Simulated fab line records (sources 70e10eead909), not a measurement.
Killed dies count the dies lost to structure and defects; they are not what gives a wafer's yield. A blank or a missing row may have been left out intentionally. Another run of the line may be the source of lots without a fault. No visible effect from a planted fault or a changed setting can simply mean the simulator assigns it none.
Which of the tools did it? | flow nand harc | 72 wafers from 24 lots sampled at 4 of the route's 1302 steps

== WHAT THE GAUGES READ, wafer by wafer ==
NHARC_P_M0_CD_MEAS_09 targets a cd of 90 nm.
lot  | measured     | on        | cd nm (nm)
L075 | day 8 12:57  | cd sem-03 | 90.3 90.1 91.0
L074 | day 6 05:50  | cd sem-02 | 89.9 89.6 90.9
L076 | day 6 22:43  | cd sem-03 | 90.3 89.6 89.9
L077 | day 7 07:47  | cd sem-02 | 90.3 89.4 90.8
L078 | day 7 15:09  | cd sem-03 | 91.0 90.5 90.5
L079 | day 8 01:35  | cd sem-03 | 89.6 90.5 90.4
L080 | day 8 15:49  | cd sem-01 | 89.6 90.4 89.1
L081 | day 8 23:30  | cd sem-01 | 89.3 90.3 90.7
L082 | day 9 06:38  | cd sem-03 | 90.1 90.2 90.0
L083 | day 10 02:48 | cd sem-03 | 89.0 89.3 89.9
L084 | day 10 04:34 | cd sem-03 | 88.9 89.5 89.1
L085 | day 10 23:59 | cd sem-03 | 91.0 90.4 89.6
L086 | day 11 04:45 | cd sem-01 | 89.3 90.5 89.7
L087 | day 11 23:37 | cd sem-02 | 89.6 90.0 90.6
L088 | day 12 00:16 | cd sem-02 | 90.8 90.3 90.4
L090 | day 12 13:27 | cd sem-02 | 91.0 91.2 90.7
L089 | day 12 14:31 | cd sem-01 | 89.5 90.5 89.7
L091 | day 12 22:48 | cd sem-01 | 89.6 89.8 90.1
L092 | day 13 07:32 | cd sem-01 | 89.5 89.8 89.6
L093 | day 13 20:01 | cd sem-03 | 91.1 90.1 90.4
L094 | day 14 09:49 | cd sem-02 | 90.7 90.0 90.0
L095 | day 14 20:25 | cd sem-03 | 89.7 90.2 90.5
L096 | day 15 03:14 | cd sem-02 | 89.8 91.0 90.0
L097 | day 15 12:44 | cd sem-03 | 89.4 90.1 89.4

NHARC_P_M0_CD_MEAS_16.
lot  | measured     | on        | cd nm (nm)
L075 | day 8 13:26  | cd sem-01 | 89.6 90.6 90.8
L074 | day 6 06:19  | cd sem-02 | 89.7 89.1 89.8
L076 | day 6 23:11  | cd sem-02 | 89.2 88.9 88.8
L077 | day 7 08:16  | cd sem-03 | 89.5 88.8 90.0
L078 | day 7 15:38  | cd sem-03 | 90.6 89.2 91.4
L079 | day 8 02:17  | cd sem-01 | 88.8 90.1 90.5
L080 | day 8 16:18  | cd sem-03 | 89.3 90.7 89.7
L081 | day 8 23:59  | cd sem-01 | 90.5 89.8 90.6
L082 | day 9 07:08  | cd sem-03 | 90.0 89.9 89.3
L083 | day 10 03:19 | cd sem-03 | 88.5 89.4 89.3
L084 | day 10 05:19 | cd sem-02 | 87.9 88.6 89.0
L085 | day 11 00:28 | cd sem-03 | 91.5 89.2 90.9
L086 | day 11 05:14 | cd sem-01 | 89.3 90.7 88.9
L087 | day 12 00:06 | cd sem-02 | 90.3 89.6 90.5
L088 | day 12 00:46 | cd sem-03 | 90.4 90.8 89.8
L090 | day 12 13:56 | cd sem-03 | 90.8 90.5 90.3
L089 | day 12 15:00 | cd sem-03 | 89.1 88.9 89.7
L091 | day 12 23:17 | cd sem-01 | 89.7 90.0 89.6
L092 | day 13 08:04 | cd sem-03 | 89.4 89.5 89.8
L093 | day 13 20:30 | cd sem-03 | 91.5 89.5 90.6
L094 | day 14 10:18 | cd sem-01 | 91.5 90.4 90.6
L095 | day 14 20:54 | cd sem-03 | 90.0 90.9 90.1
L096 | day 15 03:43 | cd sem-03 | 89.4 90.4 89.2
L097 | day 15 13:27 | cd sem-03 | 89.2 90.2 89.3

== EACH LOT AND THE TOOL THAT RAN IT (in order: tool; ch and the chambers of the sampled wafers; start) ==
lot  | NHARC_P_GATE_HM_DEP_102       | NHARC_P_CONTACT_ALD_22
L075 | acl dep-02 ch 0, day 5 03:41  | ald metal-04 ch 0,2,3, day 8 10:49
L074 | acl dep-03 ch 0, day 5 04:25  | ald metal-02 ch 2,3, day 6 03:41
L076 | acl dep-02 ch 0, day 5 18:49  | ald metal-02 ch 1,2,3, day 6 20:35
L077 | acl dep-02 ch 0, day 6 06:01  | ald metal-04 ch 0,1,3, day 7 05:47
L078 | acl dep-02 ch 0, day 6 10:54  | ald metal-01 ch 0,2, day 7 12:28
L079 | acl dep-03 ch 0, day 7 00:11  | ald metal-02 ch 0,1,2, day 7 23:23
L080 | acl dep-02 ch 0, day 7 11:44  | ald metal-04 ch 0,1,2, day 8 13:40
L081 | acl dep-02 ch 0, day 7 21:55  | ald metal-04 ch 0,3, day 8 21:21
L082 | acl dep-02 ch 0, day 8 05:11  | ald metal-01 ch 0,2,3, day 9 04:29
L083 | acl dep-03 ch 0, day 9 01:08  | ald metal-04 ch 0,1,2, day 10 00:38
L084 | acl dep-03 ch 0, day 9 03:22  | ald metal-04 ch 0,1, day 10 02:32
L085 | acl dep-02 ch 0, day 9 22:14  | ald metal-04 ch 0,2,3, day 10 21:50
L086 | acl dep-01 ch 0, day 10 03:22 | ald metal-01 ch 0,1, day 11 02:36
L087 | acl dep-02 ch 0, day 10 21:40 | ald metal-01 ch 0,2,3, day 11 21:29
L088 | acl dep-03 ch 0, day 10 22:17 | ald metal-01 ch 1,2, day 11 22:05
L090 | acl dep-01 ch 0, day 11 10:58 | ald metal-01 ch 0,2,3, day 12 10:47
L089 | acl dep-01 ch 0, day 11 11:36 | ald metal-02 ch 0,2,3, day 12 11:19
L091 | acl dep-03 ch 0, day 11 21:31 | ald metal-01 ch 0,1,3, day 12 20:38
L092 | acl dep-01 ch 0, day 12 06:07 | ald metal-02 ch 1,2,3, day 13 05:23
L093 | acl dep-03 ch 0, day 12 16:28 | ald metal-02 ch 0,1,3, day 13 17:54
L094 | acl dep-02 ch 0, day 13 07:55 | ald metal-01 ch 1,2,3, day 14 07:41
L095 | acl dep-01 ch 0, day 13 18:52 | ald metal-01 ch 0,1,3, day 14 18:26
L096 | acl dep-02 ch 0, day 14 01:32 | ald metal-04 ch 0,1,2, day 15 01:07
L097 | acl dep-02 ch 0, day 14 11:25 | ald metal-01 ch 1,2, day 15 10:43
- NHARC_P_GATE_HM_DEP_102: deposits aC, target thk 120 nm.
- NHARC_P_CONTACT_ALD_22: deposits TiN, target thk 3 nm, pulse time 1 s, ald cycles 150.

== AS READ BY THE TOOLS THEMSELVES (means over the sampled wafers that have a number; for cases with no such wafer, the mark the record gives instead) ==
NHARC_P_GATE_HM_DEP_102.
lot  | tool       | throttle valve pct (%)
L075 | acl dep-02 | 34.990
L074 | acl dep-03 | 34.999
L076 | acl dep-02 | 34.999
L077 | acl dep-02 | 34.995
L078 | acl dep-02 | 34.992
L079 | acl dep-03 | 35.010
L080 | acl dep-02 | 35.002
L081 | acl dep-02 | 35.008
L082 | acl dep-02 | 35.004
L083 | acl dep-03 | 34.994
L084 | acl dep-03 | 34.993
L085 | acl dep-02 | 35.003
L086 | acl dep-01 | 35.009
L087 | acl dep-02 | 34.996
L088 | acl dep-03 | 35.008
L090 | acl dep-01 | 35.000
L089 | acl dep-01 | 35.011
L091 | acl dep-03 | 34.995
L092 | acl dep-01 | 35.004
L093 | acl dep-03 | 34.982
L094 | acl dep-02 | 34.991
L095 | acl dep-01 | 34.991
L096 | acl dep-02 | 34.998
L097 | acl dep-02 | 34.995

NHARC_P_CONTACT_ALD_22.
lot  | tool         | heater power outer w (W) | heater power w (W) | precursor pulse height rel
L075 | ald metal-04 | 695                      | 1105               | 0.977
L074 | ald metal-02 | 694                      | 1102               | 1.002
L076 | ald metal-02 | 693                      | 1118               | 1.002
L077 | ald metal-04 | 722                      | 1143               | 0.998
L078 | ald metal-01 | 685                      | 1086               | 0.992
L079 | ald metal-02 | 701                      | 1080               | 0.997
L080 | ald metal-04 | 733                      | 1123               | 1.009
L081 | ald metal-04 | 697                      | 1109               | 1.005
L082 | ald metal-01 | 706                      | 1114               | 1.003
L083 | ald metal-04 | 732                      | 1137               | 1.018
L084 | ald metal-04 | 738                      | 1160               | 1.021
L085 | ald metal-04 | 711                      | 1117               | 1.010
L086 | ald metal-01 | 701                      | 1049               | 0.993
L087 | ald metal-01 | 719                      | 1115               | 0.987
L088 | ald metal-01 | 735                      | 1117               | 1.007
L090 | ald metal-01 | 715                      | 1111               | 1.019
L089 | ald metal-02 | 691                      | 1053               | 1.003
L091 | ald metal-01 | 725                      | 1112               | 0.993
L092 | ald metal-02 | 696                      | 1118               | 0.987
L093 | ald metal-02 | 721                      | 1149               | 0.994
L094 | ald metal-01 | 742                      | 1153               | 0.992
L095 | ald metal-01 | 737                      | 1105               | 1.004
L096 | ald metal-04 | 752                      | 1172               | 1.016
L097 | ald metal-01 | 708                      | 1094               | 0.992

== THE ANSWER, worked out from the rows above alone ==
Rule: the usual values come from the lots themselves. The widest of any qualifying gaps counts: lots, ordered by their means at a reading, are off when they make up no more than a third of the lots, leave a main group of 4 or more, and stand apart from it by 3 or more times the standard deviation of that group's means. Not used: any main group whose means are identical at the precision the tables above print for the reading. A lot without any number at a reading at which 4 lots or more have one is off too. Where the step has rows for the other lots, those lots are counted as sound. First the gauges in route order, then the tools' own readings, where a lot's mean is used as printed above. The first step at which some lot is off is used, and at that step the reading that is off furthest; a lot without a number counts as furthest.
None of the lots is off at any reading shown; this tells nothing.

== WHAT WAS PUT IN BY THE SIMULATOR ==
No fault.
